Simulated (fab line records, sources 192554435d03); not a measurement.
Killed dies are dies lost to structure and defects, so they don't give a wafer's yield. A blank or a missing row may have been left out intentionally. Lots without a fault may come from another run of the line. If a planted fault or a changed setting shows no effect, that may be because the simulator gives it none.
Which of the tools did it?    flow n5-finfet    27 wafers from 9 lots sampled at 4 of the route's 1938 steps

WHAT THE GAUGES SHOWED, per wafer
N5_FIN_CUT_INSPECT_10: inspects for defects (brightfield).
lot   measured     on                 raw-defect-count
L358  day 2 10:46  defect-inspect-02  48 20 32
L359  day 2 14:19  defect-inspect-02  28 39 56
L361  day 3 02:26  defect-inspect-02  63 46 54
L364  day 3 22:14  defect-inspect-02  68 42 59
L367  day 4 16:24  defect-inspect-01  55 59 38
L369  day 5 03:26  defect-inspect-01  31 29 40
L370  day 5 09:15  defect-inspect-01  46 65 38
L371  day 5 14:10  defect-inspect-02  57 57 44
L373  day 6 04:27  defect-inspect-02  36 297 322

TOOL THAT RAN EACH LOT (tool first, then ch and the chambers of the sampled wafers, then the start)
lot   N5_FIN_SAQP_SPACER1_ALD_24        N5_FIN_SAQP_ETCH_67                N5_FIN_SAQP_STRIP_77
L358  ald-sin-02 ch 0,3, day 2 06:39    rie-diel-05 ch 0,1,2, day 2 08:49  rie-diel-06 ch 2,3, day 2 09:56
L359  ald-sin-01 ch 0,2,3, day 2 10:40  rie-diel-03 ch 0,1,2, day 2 12:25  rie-diel-05 ch 0,1,2, day 2 13:21
L361  ald-sin-03 ch 0,1, day 2 22:56    rie-diel-03 ch 1,2, day 3 00:41    rie-diel-03 ch 0,2,3, day 3 01:35
L364  ald-sin-01 ch 0,3, day 3 18:26    rie-diel-03 ch 0,2, day 3 20:20    rie-diel-06 ch 0,1, day 3 21:22
L367  ald-sin-02 ch 1,2,3, day 4 11:46  rie-diel-06 ch 0,1,2, day 4 14:14  rie-diel-03 ch 0,1,2, day 4 15:33
L369  ald-sin-03 ch 0,3, day 4 23:56    rie-diel-06 ch 0,2, day 5 01:38    rie-diel-06 ch 0,1,2, day 5 02:35
L370  ald-sin-02 ch 0,1,2, day 5 05:27  rie-diel-03 ch 2,3, day 5 07:22    rie-diel-03 ch 1,2, day 5 08:24
L371  ald-sin-03 ch 0,1,2, day 5 10:42  rie-diel-05 ch 0,2,3, day 5 12:24  rie-diel-05 ch 0,1,3, day 5 13:18
L373  ald-sin-03 ch 2,3, day 6 00:52    rie-diel-05 ch 1,2, day 6 02:34    rie-diel-05 ch 0,2,3, day 6 03:37
- N5_FIN_SAQP_SPACER1_ALD_24: deposits SiO2, target thk 20.3 nm, pulse time 1 s, purge time 2 s.
- N5_FIN_SAQP_ETCH_67: etches SiNx in CH3F/O2, target depth 30 nm.
- N5_FIN_SAQP_STRIP_77: strips in N2/H2, time 90 s.

THE ANSWER, worked out from the rows above alone
Rule: the lots themselves supply what counts as usual. Put in order of their means at a reading, lots are off if they are a third of the lots or fewer, leave a main group of 4 or more, and stand apart from it by a gap of 3 or more times the standard deviation of the main group's means; of several such gaps the widest counts. If all means in a main group match to the digits the tables above print for the reading, that group is not used. A lot without any number at a reading at which 4 lots or more have one is off too. All remaining lots with rows at the step are treated as sound.
Off: L373, at N5_FIN_CUT_INSPECT_10 (raw-defect-count). Mean 46 and standard deviation 8.7 in the main group.
A tool fits if, at a process step before that reading, it ran every lot that is off, and no sound lot after the first of them. The gauges at N5_FIN_CUT_INSPECT_10 are tried like those tools. Can't be told from this: 3 tools fit, ald-sin-03 at N5_FIN_SAQP_SPACER1_ALD_24, rie-diel-05 at N5_FIN_SAQP_ETCH_67 and N5_FIN_SAQP_STRIP_77, defect-inspect-02 at N5_FIN_CUT_INSPECT_10.

WHAT HAD BEEN PUT IN BY THE SIMULATOR
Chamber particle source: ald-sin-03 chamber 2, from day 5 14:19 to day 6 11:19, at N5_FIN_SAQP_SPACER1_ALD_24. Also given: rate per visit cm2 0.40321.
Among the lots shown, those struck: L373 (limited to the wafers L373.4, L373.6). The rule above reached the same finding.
